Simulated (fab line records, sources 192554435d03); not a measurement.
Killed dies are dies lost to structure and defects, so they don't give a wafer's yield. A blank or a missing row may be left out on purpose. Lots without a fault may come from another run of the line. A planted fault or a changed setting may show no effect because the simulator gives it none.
Chamber matching | flow n5_finfet | N5_PMOS_HMC_CHANNEL_EPI_ETCH_38 on rie_si-03: 4 sister chambers
The step etches SiO2 in CF4, target depth 1.5 nm. 4 wafers are shown with their chamber, then 7 later ones without.

WAFERS WITH THEIR CHAMBER
wafer  | chamber | drypump_motor_current_A (A)
L076.6 | 1       | 5.6
L088.1 | 2       | 6.5
L089.3 | 0       | 6.0
L089.4 | 3       | 5.0

WAFERS WITHOUT THEIR CHAMBER
wafer  | drypump_motor_current_A (A)
L089.6 | 6.5
L090.4 | 5.0
L090.5 | 6.0
L090.6 | 5.5
L097.2 | 6.5
L097.3 | 5.0
L097.4 | 6.5

WHICH CHAMBER EACH WENT THROUGH
wafer  | from the rows above | in truth
L089.6 | 2                   | 2
L090.4 | 3                   | 3
L090.5 | 0                   | 0
L090.6 | 1                   | 1
L097.2 | 2                   | 2
L097.3 | 3                   | 3
L097.4 | 2                   | 2
Placed correctly: 7 of 7. Can't be placed from these rows: 0. Placed wrongly: 0.
How it was worked out, from the rows above alone: a wafer's distance from a chamber is the root of the sum, over the readings, of the square of ((its reading less the chamber's mean) divided by the reading's scatter). The wafer belongs to the nearest chamber; if the next one is less than 2 further off, it can't be placed. A chamber's mean is the mean of its shown wafers. The scatter: with one shown wafer a chamber, the root of the mean of the squares of how far each hidden wafer lies from its nearest shown one.
